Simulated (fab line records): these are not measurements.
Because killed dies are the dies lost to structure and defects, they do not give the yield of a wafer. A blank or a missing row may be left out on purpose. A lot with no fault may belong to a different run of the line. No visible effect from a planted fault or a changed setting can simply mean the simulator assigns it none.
fab line records	flow n5_finfet
record: lots: 5	wafers: 15	last_day: 16
route steps=1938 shown BEOL_M4@1022
lots untouched by any fault: they come from a run of this same line in which no faults occurred
start_h: hours from the record's first day to the start of the lot's first wafer shown	wait_h: how many hours have passed since the lot's step before this one	" identical to the entry in the row above	L1.1+2: one row covering several wafers at once	- either no value or no given start	* or withheld: withheld	< > ~ a bound
route shown NAME@n: NAME is a module with steps in the file, n the number in the route of the first one	usual: average and standard deviation across the fault-free wafers	same: alike in all rows	chamber/n: place in a boat	sites: per-site readings	_std_site: their standard deviation	_edge_site: outer sites' mean less inner sites'	radius_mm: how far each site lies from the wafer's centre	mask NAME#n: copy n	behind: the tool/chamber that last shaped the wafer	hold: reason for holding the lot/hours on hold/outcome of the hold	device: whichever transistor did not switch (one of n, p or np)	end of line: at the end of the route, the tests of the same wafers	step lacking rows: just its recipe	killed: at the first sort, the dies lost to defects and structure; wafer yield is something else	map: per-die view of a wafer (x killed, . not killed, _ where there is no die)
set.NAME: the setting as run; set.NAME@STEP: as run at that earlier step	model.NAME: the simulator's own value behind a step, which no gauge read
lots at selected steps of the route; one table per step, one row per wafer
services: from which hour (start_h, from the record's first day; less than 0 if before it) a tool's chamber was out of use, for how many hours, and why
== steps ==
step: N5_BEOL_M4_THK_MEAS_01
recipe: reads: SiOC_of_BEOL_M4_ILD_DEP_00
usual: M4_ILD_THK: 78.8/1.3
lot.wafer	tool	chamber	start_h	wait_h	M4_ILD_THK[nm]
L075.1	film_metro-02	-	157.32	0.0	77.3
L075.3	"	-	"	"	78.0
L075.6	"	-	"	"	77.2
L080.3	film_metro-02	-	182.63	0.1	80.2
L080.5	"	-	"	"	80.7
L080.6	"	-	"	"	80.4
L082.3	film_metro-02	-	211.64	0.1	79.3
L082.4	"	-	"	"	80.3
L082.5	"	-	"	"	80.0
L086.1	film_metro-02	-	232.77	0.0	80.7
L086.5	"	-	"	"	80.5
L086.6	"	-	"	"	80.5
L093.1	film_metro-02	-	276.22	0.0	77.6
L093.3	"	-	"	"	78.1
L093.5	"	-	"	"	79.4
step: N5_BEOL_M4_PECVD_72
recipe: material: SiO2	target_thk_a: 160	temp_c: 400	precursor: TEOS/O2	pressure_torr: 5.5	rf_w: 450	teos_flow_sccm: 53.8	gas: O2	flow_sccm: 3000	time_s: 18
usual: heater_power_w: 694/110	rf_fwd_power_W: 445.7/1.5	showerhead_plenum_p_Torr: 8.81/0.067	throttle_valve_pct: 22.5/0.72
lot.wafer	tool	chamber	start_h	wait_h	heater_power_w	rf_fwd_power_W	showerhead_plenum_p_Torr	throttle_valve_pct
L075.1	pecvd-01	1	157.35	0.0	824	442.7	8.83	23.3
L075.3	"	0	"	"	672	445.0	8.75	22.3
L075.6	"	2	"	"	891	442.4	8.91	22.0
L080.3	pecvd-01	1	182.67	0.0	832	445.6	8.82	23.1
L080.5	"	1	"	"	857	444.9	8.81	23.3
L080.6	"	2	"	"	814	444.3	8.90	21.8
L082.3	pecvd-02	1	211.68	0.0	578	447.5	8.80	22.6
L082.4	"	0	"	"	803	444.2	8.91	21.8
L082.5	"	1	"	"	582	446.5	8.80	23.0
L086.1	pecvd-01	0	232.80	0.0	710	446.4	8.77	22.6
L086.5	"	1	"	"	701	444.3	8.80	23.1
L086.6	"	2	"	"	809	447.2	8.87	20.7
L093.1	pecvd-01	1	276.25	0.0	862	444.1	8.81	23.0
L093.3	"	0	"	"	678	448.3	8.76	22.6
L093.5	"	2	"	"	894	445.4	8.89	20.7
step: N5_BEOL_M4_HM_DEP_02
recipe: material: TiN	target_thk_a: 200	temp_c: 25	chamber_pressure_pa: 0.49996
usual: throttle_valve_pct: 30.1/1.3
lot.wafer	tool	chamber	start_h	wait_h	throttle_valve_pct
L075.1	pvd_sputter-01	-	158.04	0.7	31.5
L075.3	"	-	"	"	29.0
L075.6	"	-	"	"	28.9
L080.3	pvd_sputter-02	-	184.48	1.8	31.1
L080.5	"	-	"	"	31.3
L080.6	"	-	"	"	27.9
L082.3	pvd_sputter-01	-	212.32	0.6	31.1
L082.4	"	-	"	"	30.1
L082.5	"	-	"	"	31.4
L086.1	pvd_sputter-01	-	235.22	2.4	31.4
L086.5	"	-	"	"	31.2
L086.6	"	-	"	"	31.5
L093.1	pvd_sputter-03	-	276.31	0.0	30.3
L093.3	"	-	"	"	32.6
L093.5	"	-	"	"	28.5
step: N5_BEOL_M4_COAT_61
recipe: resist: SOC	temp_c: 250	time_s: 60	spin_rpm: 1500	resist_thk_nm: 60
usual: chill_plate_temp_C: 23.00/0.11
lot.wafer	tool	chamber	start_h	wait_h	chill_plate_temp_C
L075.1	litho_track-03	0	158.17	0.1	23.03
L075.3	"	0	"	"	22.89
L075.6	"	0	"	"	23.14
L080.3	litho_track-01	0	184.61	0.1	22.93
L080.5	"	0	"	"	22.81
L080.6	"	0	"	"	23.15
L082.3	litho_track-01	0	212.45	0.1	23.07
L082.4	"	0	"	"	23.01
L082.5	"	0	"	"	23.09
L086.1	litho_track-03	0	235.35	0.1	23.00
L086.5	"	0	"	"	23.20
L086.6	"	0	"	"	22.88
L093.1	litho_track-04	0	276.44	0.1	22.90
L093.3	"	0	"	"	22.92
L093.5	"	0	"	"	22.85
step: N5_BEOL_M4_COAT_62
recipe: resist: SiARC	temp_c: 220	time_s: 60	spin_rpm: 1500	resist_thk_nm: 12
usual: chill_plate_temp_C: 23.00/0.096
lot.wafer	tool	chamber	start_h	wait_h	chill_plate_temp_C
L075.1	litho_track-03	0	-	-	23.12
L075.3	"	0	"	"	23.06
L075.6	"	0	"	"	23.06
L080.3	litho_track-01	0	-	-	23.10
L080.5	"	0	"	"	23.10
L080.6	"	0	"	"	23.09
L082.3	litho_track-01	0	-	-	22.96
L082.4	"	0	"	"	23.14
L082.5	"	0	"	"	23.20
L086.1	litho_track-03	0	-	-	23.09
L086.5	"	0	"	"	22.88
L086.6	"	0	"	"	23.01
L093.1	litho_track-04	0	-	-	23.00
L093.3	"	0	"	"	23.23
L093.5	"	0	"	"	23.04
step: N5_BEOL_M4_COAT_73
recipe: resist: underlayer	temp_c: 205	time_s: 60	spin_rpm: 1500	resist_thk_nm: 5
usual: chill_plate_temp_C: 22.99/0.099
lot.wafer	tool	chamber	start_h	wait_h	chill_plate_temp_C
L075.1	litho_track-03	0	-	-	22.90
L075.3	"	0	"	"	22.93
L075.6	"	0	"	"	22.93
L080.3	litho_track-01	0	-	-	22.98
L080.5	"	0	"	"	23.15
L080.6	"	0	"	"	23.02
L082.3	litho_track-01	0	-	-	22.93
L082.4	"	0	"	"	22.89
L082.5	"	0	"	"	22.96
L086.1	litho_track-03	0	-	-	22.99
L086.5	"	0	"	"	23.05
L086.6	"	0	"	"	23.14
L093.1	litho_track-04	0	-	-	22.93
L093.3	"	0	"	"	22.94
L093.5	"	0	"	"	23.05
step: N5_BEOL_M4_COAT_05
recipe: resist: CAR-EUV	spin_rpm: 1500	resist_thk_nm: 30
usual: chill_plate_temp_C: 23.00/0.096
lot.wafer	tool	chamber	start_h	wait_h	chill_plate_temp_C
L075.1	litho_track-03	0	-	-	22.88
L075.3	"	0	"	"	22.93
L075.6	"	0	"	"	23.05
L080.3	litho_track-01	0	-	-	22.78
L080.5	"	0	"	"	23.10
L080.6	"	0	"	"	22.94
L082.3	litho_track-01	0	-	-	23.06
L082.4	"	0	"	"	22.92
L082.5	"	0	"	"	23.09
L086.1	litho_track-03	0	-	-	23.01
L086.5	"	0	"	"	23.10
L086.6	"	0	"	"	22.99
L093.1	litho_track-04	0	-	-	23.10
L093.3	"	0	"	"	23.13
L093.5	"	0	"	"	23.23
step: N5_BEOL_M4_EBR_07
recipe: solvent: PGMEA	ebr_width_mm: 1.5
usual: chill_plate_temp_C: 22.99/0.1
lot.wafer	tool	chamber	start_h	wait_h	chill_plate_temp_C
L075.1	litho_track-03	0	-	-	23.02
L075.3	"	0	"	"	23.02
L075.6	"	0	"	"	23.02
L080.3	litho_track-01	0	-	-	22.93
L080.5	"	0	"	"	22.88
L080.6	"	0	"	"	22.79
L082.3	litho_track-01	0	-	-	23.17
L082.4	"	0	"	"	23.11
L082.5	"	0	"	"	23.08
L086.1	litho_track-03	0	-	-	23.10
L086.5	"	0	"	"	23.10
L086.6	"	0	"	"	23.16
L093.1	litho_track-04	0	-	-	23.03
L093.3	"	0	"	"	23.08
L093.5	"	0	"	"	22.99
step: N5_BEOL_M4_SOFTBAKE_06
recipe: temp_c: 110	time_s: 60	resist: CAR-EUV
usual: chill_plate_temp_C: 23.02/0.1
lot.wafer	tool	chamber	start_h	wait_h	chill_plate_temp_C
L075.1	litho_track-03	0	-	-	23.00
L075.3	"	0	"	"	23.10
L075.6	"	0	"	"	22.93
L080.3	litho_track-01	0	-	-	23.29
L080.5	"	0	"	"	22.98
L080.6	"	0	"	"	23.19
L082.3	litho_track-01	0	-	-	23.05
L082.4	"	0	"	"	23.20
L082.5	"	0	"	"	22.88
L086.1	litho_track-03	0	-	-	22.78
L086.5	"	0	"	"	23.13
L086.6	"	0	"	"	22.88
L093.1	litho_track-04	0	-	-	23.00
L093.3	"	0	"	"	23.10
L093.5	"	0	"	"	23.01
step: N5_BEOL_M4_EXPOSE_08
recipe: mask_id: M4	na: 0.33	source_shape: dipole	sigma_inner: 0.369	sigma_outer: 0.767	polarization: unpolarized	dose_mj: 41.25
same: dipole_opening_deg: 79.7
lot.wafer	tool	chamber	start_h	wait_h	mask
L075.1+3+6	euv_scanner-02	0	158.31	-	M4#0
L080.3+5+6	euv_scanner-02	0	184.76	-	M4#0
L082.3+4+5	euv_scanner-02	0	212.60	-	M4#0
L086.1+5+6	euv_scanner-02	0	235.61	-	M4#0
L093.1+3+5	euv_scanner-02	0	276.57	-	M4#0
step: N5_BEOL_M4_PEB_09
recipe: peb_temp_c: 100	peb_time_s: 60	resist: CAR-EUV
usual: chill_plate_temp_C: 23.00/0.097
lot.wafer	tool	chamber	start_h	wait_h	chill_plate_temp_C
L075.1	litho_track-03	0	158.37	0.1	22.99
L075.3	"	0	"	"	22.86
L075.6	"	0	"	"	22.98
L080.3	litho_track-03	0	184.81	0.0	23.02
L080.5	"	0	"	"	22.88
L080.6	"	0	"	"	22.99
L082.3	litho_track-04	0	212.65	0.0	23.02
L082.4	"	0	"	"	23.01
L082.5	"	0	"	"	22.90
L086.1	litho_track-01	0	235.68	0.1	22.98
L086.5	"	0	"	"	23.15
L086.6	"	0	"	"	23.17
L093.1	litho_track-04	0	276.64	0.1	22.91
L093.3	"	0	"	"	22.94
L093.5	"	0	"	"	22.81
step: N5_BEOL_M4_DEVELOP_10
recipe: develop_time_s: 30	developer: TMAH	resist: CAR-EUV	rinse_liquid: surfactant_rinse	dry: air_spin	dev_temp_c: 23
usual: chill_plate_temp_C: 23.00/0.1
lot.wafer	tool	chamber	start_h	wait_h	chill_plate_temp_C
L075.1	litho_track-03	0	-	-	22.96
L075.3	"	0	"	"	23.04
L075.6	"	0	"	"	23.12
L080.3	litho_track-03	0	-	-	23.08
L080.5	"	0	"	"	23.01
L080.6	"	0	"	"	23.08
L082.3	litho_track-04	0	-	-	23.01
L082.4	"	0	"	"	22.95
L082.5	"	0	"	"	23.01
L086.1	litho_track-01	0	-	-	22.78
L086.5	"	0	"	"	23.08
L086.6	"	0	"	"	23.04
L093.1	litho_track-04	0	-	-	22.85
L093.3	"	0	"	"	22.94
L093.5	"	0	"	"	22.99
step: N5_BEOL_M4_CD_MEAS_11
recipe: target_cd_nm: 16.79	landing_energy_ev: 500	detector: se_inlens	polarity: opening
usual: cd_nm: 16.85/0.23
lot.wafer	tool	chamber	start_h	wait_h	cd_nm
L075.1	cd_sem-02	0	158.44	-	16.53
L075.3	"	0	"	"	16.75
L075.6	"	0	"	"	16.92
L080.3	cd_sem-03	0	184.88	-	16.39
L080.5	"	0	"	"	16.53
L080.6	"	0	"	"	16.65
L082.3	cd_sem-02	0	212.72	-	16.85
L082.4	"	0	"	"	16.68
L082.5	"	0	"	"	17.03
L086.1	cd_sem-01	0	235.74	-	16.72
L086.5	"	0	"	"	17.13
L086.6	"	0	"	"	16.95
L093.1	cd_sem-03	0	276.70	-	16.90
L093.3	"	0	"	"	16.82
L093.5	"	0	"	"	16.89
step: N5_BEOL_M4_OVL_MEAS_12
recipe: points_per_wafer: 522
usual: M4_OVL: -0.1/0.85
lot.wafer	tool	chamber	start_h	wait_h	M4_OVL[nm]
L075.1	overlay-01	0	158.47	0.0	1.1
L075.3	"	0	"	"	-0.9
L075.6	"	0	"	"	-1.2
L080.3	overlay-02	0	184.92	0.0	0.2
L080.5	"	0	"	"	0.6
L080.6	"	0	"	"	0.5
L082.3	overlay-01	0	212.76	0.0	-0.5
L082.4	"	0	"	"	0.0
L082.5	"	0	"	"	0.6
L086.1	overlay-01	0	235.77	0.0	0.3
L086.5	"	0	"	"	-0.6
L086.6	"	0	"	"	-1.3
L093.1	overlay-01	0	276.73	0.0	-0.6
L093.3	"	0	"	"	-0.7
L093.5	"	0	"	"	-1.0
== services ==
tool	chamber	start_h	hours	kind
litho_track-04	-	139.11	-	consumable_replace:filter
litho_track-03	-	147.44	-	consumable_replace:filter
euv_scanner-02	-	150.75	1.0	pm
litho_track-04	-	168.14	-	consumable_replace:filter
pecvd-01	2	169.32	2.1	scheduled_down
pecvd-02	-	181.06	0.7	repair
pecvd-01	-	191.71	0.4	repair
pecvd-01	2	202.38	-	clean
pecvd-01	2	202.38	-	consumable_replace:showerhead
pecvd-01	2	202.38	29.0	scheduled_down
pecvd-01	2	202.38	29.0	vent_cycle
euv_scanner-02	-	207.18	1.0	pm
pecvd-02	2	213.72	5.5	scheduled_down
euv_scanner-02	0	233.87	-	calibration
litho_track-01	-	260.35	-	consumable_replace:filter
euv_scanner-02	-	262.40	1.3	repair
euv_scanner-02	-	263.70	1.0	pm
litho_track-04	-	269.98	-	consumable_replace:filter
== key ==
fault none
